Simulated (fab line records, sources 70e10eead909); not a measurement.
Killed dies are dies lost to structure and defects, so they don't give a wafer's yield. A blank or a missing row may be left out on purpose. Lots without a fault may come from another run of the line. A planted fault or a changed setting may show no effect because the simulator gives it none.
fab line records | flow nand_harc
record lots=14 wafers=42 last_day=35
route steps=1302 shown A_CHANNEL_FILL_D1@513 A_ONON_D2@557 END@1302
lots that met no fault: from a run of the same line without faults
start_h: hours from the record's first day to the start of the lot's first wafer shown | wait_h: hours since the lot's step before | " the same as in the row above | L1.1+2: a row that stands for several wafers | - no value, or no start given | * or withheld: withheld | < > ~ a bound
route shown NAME@n: a module of which the file shows steps, and the number in the route of the first | usual: mean/standard deviation of fault-free wafers | same: alike in all rows | chamber/n: place in a boat | sites: the reading at each site | _std_site: their standard deviation | _edge_site: outer sites' mean less inner sites' | radius_mm: how far each site lies from the wafer's centre | mask NAME#n: copy n | behind: the tool/chamber that last shaped the wafer | hold: why the lot was held/for how many hours/how that ended | device: the transistor (n, p or np) that didn't switch | end of line: the same wafers' tests at the end of the route | a step without rows: its recipe alone | killed: dies lost to structure and defects at the first sort, not the wafer's yield | map: a wafer's dies, x killed, . not, _ none there
set.NAME: the setting as run; set.NAME@STEP: as run at that earlier step | model.NAME: the simulator's own value behind a step, which no gauge read
steps of the route over a sample of lots; a table a step, a row a wafer
services: from which hour (start_h, from the record's first day; less than 0 if before it) a tool's chamber was out of use, for how many hours, and why
## steps
# step NHARC_A_CHANNEL_FILL_D1_CMP_10
# recipe target_thk_nm=150
# usual motor_current_A=12.3/0.85 time_to_endpoint_s=15.1/2.1
# columns lot.wafer tool chamber start_h wait_h motor_current_A time_to_endpoint_s
L768.3 cmp-01 0 236.19 0.4 13.2 14.3
L768.2 " 2 " " 13.0 13.9
L768.6 " 0 " " 13.8 16.5
L769.1 cmp-04 3 236.19 0.4 11.2 15.8
L769.4 " 1 " " 12.4 16.3
L769.5 " 2 " " 12.4 15.7
L771.3 cmp-01 2 265.14 0.4 12.9 14.8
L771.4 " 1 " " 14.3 15.7
L771.6 " 2 " " 12.7 14.6
L770.4 cmp-04 0 265.16 0.4 11.5 11.2
L770.1 " 1 " " 12.6 12.4
L770.3 " 3 " " 11.5 14.3
L773.1 cmp-01 0 277.22 0.4 13.3 16.0
L773.4 " 1 " " 14.1 17.9
L773.2 " 2 " " 12.8 16.4
L772.4 cmp-04 0 277.22 0.4 11.9 13.7
L772.1 " 1 " " 12.8 13.5
L772.6 " 0 " " 11.7 12.7
L774.4 cmp-02 0 292.58 0.4 12.6 13.2
L774.5 " 2 " " 11.1 13.2
L774.6 " 3 " " 11.5 13.0
L776.1 cmp-01 2 311.56 0.4 12.4 11.9
L776.2 " 3 " " 12.6 14.1
L776.4 " 0 " " 13.5 11.7
L777.4 cmp-04 0 323.95 0.4 11.8 15.5
L777.3 " 1 " " 12.6 15.2
L777.2 " 2 " " 11.6 16.2
L778.3 cmp-04 0 328.00 0.4 12.6 13.5
L778.1 " 1 " " 12.7 16.9
L778.5 " 0 " " 12.6 14.5
L788.4 cmp-04 1 432.37 0.4 12.3 18.9
L788.6 " 1 " " 12.3 17.5
L788.5 " 2 " " 12.5 22.2
L787.3 cmp-01 2 432.39 0.4 12.9 16.8
L787.5 " 1 " " 13.7 16.6
L787.6 " 2 " " 13.4 18.2
L790.3 cmp-02 2 455.05 0.4 10.8 14.4
L790.1 " 0 " " 12.3 13.1
L790.2 " 1 " " 11.2 14.3
L791.2 cmp-01 0 475.13 0.4 13.2 15.9
L791.3 " 1 " " 13.3 16.2
L791.5 " 0 " " 12.4 14.9
# step NHARC_A_ONON_D2_THK_MEAS_18
# recipe thk_meas_gauge=ellipsometry
# usual thk_nm=1002/11
# columns lot.wafer tool chamber start_h wait_h thk_nm
L768.2 film_metro-01 - 285.04 - 999
L768.3 " - " " 1000
L768.6 " - " " 1001
L769.1 film_metro-01 - 285.04 - 991
L769.4 " - " " 990
L769.5 " - " " 993
L770.1 film_metro-02 - 316.69 - 998
L770.3 " - " " 998
L770.4 " - " " 997
L771.3 film_metro-01 - 316.71 - 1017
L771.4 " - " " 1015
L771.6 " - " " 1017
L773.1 film_metro-01 - 323.82 - 1021
L773.2 " - " " 1021
L773.4 " - " " 1019
L772.1 film_metro-02 - 323.83 - 998
L772.4 " - " " 996
L772.6 " - " " 996
L774.4 film_metro-01 - 339.69 - 995
L774.5 " - " " 997
L774.6 " - " " 995
L776.1 film_metro-01 - 356.15 - 1011
L776.2 " - " " 1014
L776.4 " - " " 1012
L778.1 film_metro-01 - 369.05 - 996
L778.3 " - " " 996
L778.5 " - " " 997
L777.2 film_metro-02 - 369.05 - 999
L777.3 " - " " 998
L777.4 " - " " 997
L787.3 film_metro-01 - 480.23 - 976
L787.5 " - " " 975
L787.6 " - " " 976
L788.4 film_metro-02 - 480.23 - 1009
L788.5 " - " " 1009
L788.6 " - " " 1007
L790.1 film_metro-02 - 497.45 - 994
L790.2 " - " " 992
L790.3 " - " " 992
L791.2 film_metro-02 - 525.89 - 1013
L791.3 " - " " 1014
L791.5 " - " " 1014
# step NHARC_A_ONON_D2_THK_MEAS_21
# recipe thk_meas_gauge=ellipsometry
# usual thk_nm=1004/12
# columns lot.wafer tool chamber start_h wait_h thk_nm
L768.2 film_metro-01 - 285.60 - 989
L768.3 " - " " 991
L768.6 " - " " 988
L769.1 film_metro-01 - 285.61 - 994
L769.4 " - " " 993
L769.5 " - " " 993
L770.1 film_metro-01 - 317.26 - 1014
L770.3 " - " " 1014
L770.4 " - " " 1012
L771.3 film_metro-02 - 317.30 - 1023
L771.4 " - " " 1019
L771.6 " - " " 1022
L773.1 film_metro-01 - 324.38 - 995
L773.2 " - " " 996
L773.4 " - " " 995
L772.1 film_metro-02 - 324.39 - 986
L772.4 " - " " 986
L772.6 " - " " 987
L774.4 film_metro-02 - 340.26 - 1004
L774.5 " - " " 1004
L774.6 " - " " 1005
L776.1 film_metro-02 - 356.71 - 1007
L776.2 " - " " 1007
L776.4 " - " " 1007
L777.2 film_metro-01 - 369.76 - 1007
L777.3 " - " " 1006
L777.4 " - " " 1005
L778.1 film_metro-02 - 369.96 - 993
L778.3 " - " " 991
L778.5 " - " " 994
L787.3 film_metro-02 - 480.80 - 997
L787.5 " - " " 1000
L787.6 " - " " 999
L788.4 film_metro-01 - 480.80 - 1003
L788.5 " - " " 1002
L788.6 " - " " 1003
L790.1 film_metro-02 - 498.02 - 1007
L790.2 " - " " 1007
L790.3 " - " " 1008
L791.2 film_metro-01 - 526.46 - 1009
L791.3 " - " " 1009
L791.5 " - " " 1009
# step NHARC_A_ONON_D2_DEP_25
# recipe target_thk_a=10000 n2_flow_sccm=2750 n2o_flow_sccm=2000 nh3_flow_sccm=500 sih4_flow_sccm=210 temp_c=400
# columns lot.wafer tool chamber start_h wait_h
L769.1+4+5 pecvd_onon-04 0 286.24 0.1
L768.2+3+6 pecvd_onon-02 0 286.28 0.1
L770.1+3+4 pecvd_onon-03 0 317.89 0.1
L771.3+4+6 pecvd_onon-02 0 318.04 0.2
L773.1+2+4 pecvd_onon-04 0 325.00 0.1
L772.1+4+6 pecvd_onon-03 0 325.01 0.1
L774.4+5+6 pecvd_onon-03 0 341.06 0.2
L776.1+2+4 pecvd_onon-04 0 357.33 0.1
L777.2+3+4 pecvd_onon-04 0 370.45 0.1
L778.1+3+5 pecvd_onon-04 0 370.74 0.1
L787.3+5+6 pecvd_onon-04 0 481.54 0.2
L788.4+5+6 pecvd_onon-03 0 481.59 0.2
L790.1+2+3 pecvd_onon-03 0 498.83 0.2
L791.2+3+5 pecvd_onon-03 0 527.14 0.1
# step NHARC_A_ONON_D2_THK_MEAS_27
# recipe thk_meas_gauge=ellipsometry
# usual thk_nm=1000/11
# columns lot.wafer tool chamber start_h wait_h thk_nm
L768.2 film_metro-01 - 286.74 - 994
L768.3 " - " " 993
L768.6 " - " " 994
L769.1 film_metro-01 - 286.75 - 996
L769.4 " - " " 995
L769.5 " - " " 995
L770.1 film_metro-01 - 318.39 - 1018
L770.3 " - " " 1018
L770.4 " - " " 1021
L771.3 film_metro-01 - 318.44 - 1019
L771.4 " - " " 1018
L771.6 " - " " 1018
L773.1 film_metro-01 - 325.51 - 1024
L773.2 " - " " 1024
L773.4 " - " " 1025
L772.1 film_metro-02 - 325.52 - 1005
L772.4 " - " " 1003
L772.6 " - " " 1005
L774.4 film_metro-02 - 341.40 - 977
L774.5 " - " " 978
L774.6 " - " " 977
L776.1 film_metro-01 - 357.85 - 994
L776.2 " - " " 993
L776.4 " - " " 993
L777.2 film_metro-02 - 370.90 - 999
L777.3 " - " " 1244
L777.4 " - " " 1245
L778.1 film_metro-02 - 371.25 - 1248
L778.3 " - " " 1249
L778.5 " - " " 1004
L788.4 film_metro-02 - 481.93 - 1003
L788.5 " - " " 1003
L788.6 " - " " 1003
L787.3 film_metro-01 - 481.93 - 1012
L787.5 " - " " 1013
L787.6 " - " " 1013
L790.1 film_metro-02 - 499.35 - 997
L790.2 " - " " 996
L790.3 " - " " 994
L791.2 film_metro-01 - 527.59 - 999
L791.3 " - " " 998
L791.5 " - " " 997
# step NHARC_END_SORT_01
# recipe temp_c=25
# usual killed_at_array=44/16 killed_at_other=0.6/1.1 killed_at_periphery=3.9/2.6 killed_dies=48/16 killed_open=3.1/1.9 killed_short=2.4/1.8
# same gross_dies=677
# columns lot.wafer tool chamber start_h wait_h killed_at_array killed_at_other killed_at_periphery killed_dies killed_open killed_short
L777.2 prober-02 0 654.05 2.8 58 0 6 64 5 3
L777.3 prober-02 0 654.86 3.1 673 0 4 677 2 3
L777.4 prober-02 0 655.66 3.4 673 0 4 677 3 1
L778.1 prober-01 0 656.42 2.5 671 1 5 677 4 7
L778.3 prober-01 0 658.02 3.1 673 0 4 677 2 8
L778.5 prober-01 0 659.63 3.7 37 1 8 46 6 1
# killed by level:class
L777.2 A_CHANNEL_HOLE_D1:chamber_film_flake=36 A_CHANNEL_HOLE_D2:chamber_film_flake=11 A_CONTACT:chamber_film_flake=4 A_ONON_D1:geometric_particle:short=3 P_M0:geometric_particle:open=2 P_M1:chamber_film_flake=2 A_CHANNEL_FILL_D2:geometric_particle:open=1 A_WL_FILL:geometric_particle:open=1
L777.3 A_ONON_D2:area_dep=619 A_CHANNEL_HOLE_D1:chamber_film_flake=36 A_CHANNEL_HOLE_D2:chamber_film_flake=6 A_CONTACT:chamber_film_flake=3 P_GATE:chamber_film_flake=2 A_STAIRCASE:chamber_film_flake=2 A_ONON_D1:geometric_particle:short=1 A_CHANNEL_FILL_D1:geometric_particle:short=1
L777.4 A_ONON_D2:area_dep=638 A_CHANNEL_HOLE_D1:chamber_film_flake=21 A_CHANNEL_HOLE_D2:chamber_film_flake=8 A_CHANNEL_FILL_D2:geometric_particle:open=2 A_STAIRCASE:chamber_film_flake=2 A_CONTACT:chamber_film_flake=2 P_CONTACT:geometric_particle:short=1 P_M0:geometric_particle:open=1
L778.1 A_ONON_D2:area_dep=623 A_SLIT:chamber_film_flake=18 A_CHANNEL_HOLE_D2:chamber_film_flake=12 A_STAIRCASE:chamber_film_flake=5 A_M0:geometric_particle:short=2 A_ONON_D2:geometric_particle:open=2 P_M0:chamber_film_flake=2 A_CHANNEL_HOLE_D1:chamber_film_flake=2
L778.3 A_ONON_D2:area_dep=636 A_SLIT:chamber_film_flake=12 A_CHANNEL_HOLE_D2:chamber_film_flake=5 A_STAIRCASE:chamber_film_flake=3 A_DECK1_JOINT:geometric_particle:short=2 A_WL_FILL:geometric_particle:short=2 P_M2:chamber_film_flake=2 A_CONTACT:chamber_film_flake=2
L778.5 A_SLIT:chamber_film_flake=16 A_CHANNEL_HOLE_D2:chamber_film_flake=6 A_CHANNEL_HOLE_D1:chamber_film_flake=5 P_M2:chamber_film_flake=4 A_CONTACT:chamber_film_flake=3 P_M0:geometric_particle:open=1 A_ONON_D1:geometric_particle:open=1 A_DECK1_JOINT:geometric_particle:open=1
## services
# columns tool chamber start_h hours kind
pecvd_onon-03 - 227.00 13.0 pm
cmp-02 - 232.58 4.0 pm
cmp-01 - 258.31 0.2 repair
cmp-04 - 277.64 1.3 repair
cmp-01 - 277.72 3.9 repair
cmp-02 - 281.78 1.0 repair
cmp-01 - 283.50 4.0 pm
cmp-04 - 304.76 3.4 repair
cmp-04 - 308.20 4.0 pm
pecvd_onon-04 - 311.57 13.0 pm
cmp-02 - 330.58 4.0 pm
cmp-02 - 365.25 32.7 repair
pecvd_onon-02 - 366.00 13.0 pm
cmp-01 - 381.57 4.0 pm
cmp-01 - 391.44 3.5 repair
cmp-04 - 406.20 4.0 pm
pecvd_onon-03 - 408.00 13.0 pm
pecvd_onon-03 - 425.70 4.7 repair
cmp-01 - 451.82 1.5 repair
cmp-04 - 457.44 0.3 repair
cmp-01 - 479.57 4.0 pm
cmp-01 - 487.39 1.8 repair
pecvd_onon-04 - 492.57 13.0 pm
cmp-04 - 504.20 4.0 pm
## key
first_sign step=NHARC_A_ONON_D2_THK_MEAS_27 reading=thk_nm direction=up sigmas=22 usual=1000 struck=1247
effect step=NHARC_END_SORT_01 reading=killed_at_array direction=up sigmas=40 usual=44 struck=672
more_kills_born_at NHARC_A_ONON_D2_DEP_25@pecvd_onon-04=2516
met_at NHARC_A_ONON_D2_DEP_25
struck_lots L777,L778
struck_wafers L777.3,L777.4,L778.1,L778.3
later_rows_left_out L777.3,L777.4,L778.1,L778.3
tester_left_out L777,L778
not_acting_at NHARC_A_CHANNEL_FILL_D1_CMP_10,NHARC_A_ONON_D2_THK_MEAS_18,NHARC_A_ONON_D2_THK_MEAS_21
fault kind=process_parameter_drift tool=pecvd_onon-04 chamber=- onset_h=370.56 steps=NHARC_A_ONON_D2_DEP_25 channel=target_thk_a offset=* shape=step end_h=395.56 scope=struck_wafers_only acts_in=* stated=*
# tester_left_out: of these lots the tester's yield and bins aren't shown, on N5 and GAA mostly nor the transistor test; their killed dies are dies lost to structure and defects alone, not to doping, threshold or leakage, so they don't give the yield
# later_rows_left_out: the simulator's readings of these wafers behind a module that went badly wrong aren't trusted and aren't shown, but for the sort
